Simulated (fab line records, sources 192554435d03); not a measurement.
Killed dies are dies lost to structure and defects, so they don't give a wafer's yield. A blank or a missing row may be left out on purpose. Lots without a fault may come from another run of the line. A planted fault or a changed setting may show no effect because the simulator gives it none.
Which tool did it? | flow n5_finfet | 12 lots, 30 wafers sampled, at 2 steps of a route of 1938

WHAT THE GAUGES READ, wafer by wafer
N5_BEOL_M11_CD_MEAS_18: pitch 140 nm, target cd 70 nm. Usual: cd_nm 70.0 nm, standard deviation 0.62.
lot  | measured     | on        | cd_nm (nm)     | flag
L782 | day 9 22:11  | cd_sem-03 | 70.5 70.1      |
L781 | day 10 06:08 | cd_sem-01 | 69.8 70.9      |
L784 | day 10 18:59 | cd_sem-02 | 69.6 70.0 69.5 |
L783 | day 10 19:09 | cd_sem-03 | 68.8 70.7 69.6 |
L786 | day 11 03:07 | cd_sem-03 | 68.2 70.0 68.9 |
L796 | day 14 07:40 | cd_sem-01 | 69.0 70.2 70.5 |
L798 | day 14 11:55 | cd_sem-03 | 69.1 69.2 69.5 |
L797 | day 14 12:04 | cd_sem-03 | 70.6 70.6      |
L800 | day 14 15:11 | cd_sem-02 | 70.3 71.2      |
L799 | day 14 19:47 | cd_sem-02 | 71.0 69.1 70.9 |
L803 | day 16 00:04 | cd_sem-01 | 69.7 70.7      |
L804 | day 16 13:21 | cd_sem-01 | 69.3 70.4      |

WHICH TOOL RAN EACH LOT (tool, then ch and the chambers of the sampled wafers, then the start)
lot  | N5_BEOL_M11_STRIP_19
L782 | rie_diel-02 ch 2,3, day 9 22:07
L781 | rie_diel-06 ch 0,1, day 10 06:04
L784 | rie_diel-01 ch 0,3, day 10 18:55
L783 | rie_diel-06 ch 1,2, day 10 19:05
L786 | rie_diel-02 ch 1,2, day 11 03:03
L796 | rie_diel-02 ch 0,3, day 14 07:36
L798 | rie_diel-01 ch 0,1, day 14 11:51
L797 | rie_diel-02 ch 0,2, day 14 12:00
L800 | rie_diel-06 ch 0,3, day 14 15:07
L799 | rie_diel-02 ch 0, day 14 19:42
L803 | rie_diel-02 ch 0,3, day 16 00:00
L804 | rie_diel-01 ch 2,3, day 16 13:17
- N5_BEOL_M11_STRIP_19: strips in O2.

WHAT THE TOOLS THEMSELVES READ (means of the sampled wafers that have a number; where no wafer has one, the mark that the record gives instead)
N5_BEOL_M11_STRIP_19. Usual: chamber_pressure_mTorr 30.00 mTorr, standard deviation 0.033; drypump_motor_current_A 5.5 A, standard deviation 0.33; oes_product_au 0.82 a.u., standard deviation 0.1; rf_vpp_V 3.6 V, standard deviation 0.6; showerhead_plenum_p_Torr 2.12 Torr, standard deviation 0.056; throttle_valve_pct 16.71 %, standard deviation 0.27.
lot  | tool        | chamber_pressure_mTorr (mTorr) | drypump_motor_current_A (A) | oes_product_au (a.u.) | rf_vpp_V (V) | showerhead_plenum_p_Torr (Torr) | throttle_valve_pct (%) | flag
L782 | rie_diel-02 | 30.01                          | 5.7                         | 0.85                  | 2.9          | 2.09                            | 16.58                  |
L781 | rie_diel-06 | 29.97                          | 5.7                         | 0.71                  | 3.5          | 2.20                            | 16.91                  |
L784 | rie_diel-01 | 30.00                          | 5.2                         | 0.74                  | 4.6          | 2.09                            | 16.97                  |
L783 | rie_diel-06 | 29.97                          | 5.4                         | 0.79                  | 3.8          | 2.16                            | 16.85                  |
L786 | rie_diel-02 | 30.01                          | 5.8                         | 0.77                  | 3.9          | 2.10                            | 16.55                  |
L796 | rie_diel-02 | 30.00                          | 5.8                         | 0.86                  | 3.9          | 2.11                            | 16.69                  |
L798 | rie_diel-01 | 30.00                          | 5.4                         | 0.74                  | 3.4          | 2.13                            | 16.83                  |
L797 | rie_diel-02 | 30.05                          | 5.8                         | 0.86                  | 3.5          | 2.12                            | 16.45                  |
L800 | rie_diel-06 | 29.99                          | 5.1                         | 0.84                  | 3.0          | 2.21                            | 16.80                  |
L799 | rie_diel-02 | 29.98                          | 5.8                         | 0.81                  | 3.7          | 2.13                            | 16.73                  |
L803 | rie_diel-02 | 29.98                          | 5.8                         | 0.86                  | 3.2          | 2.09                            | 16.70                  |
L804 | rie_diel-01 | 30.00                          | 5.6                         | 0.93                  | 3.5          | 2.04                            | 16.64                  |

THE ANSWER, worked out from the rows above alone
Rule: a lot is off if the mean of its wafers that have a number lies more than 3 standard deviations from the usual mean. A lot without any number at a reading at which 4 lots or more have one is off too. The other lots that the step has rows for count as sound. The gauges are gone through in route order, then the tools' own readings, and for those a lot's mean is taken as printed above. The first step at which some lot is off is used, and at that step the reading that is off furthest; a lot without a number counts as furthest.
No lot is off at any reading shown: from this, nothing can be told.

WHAT THE SIMULATOR HAD PUT IN
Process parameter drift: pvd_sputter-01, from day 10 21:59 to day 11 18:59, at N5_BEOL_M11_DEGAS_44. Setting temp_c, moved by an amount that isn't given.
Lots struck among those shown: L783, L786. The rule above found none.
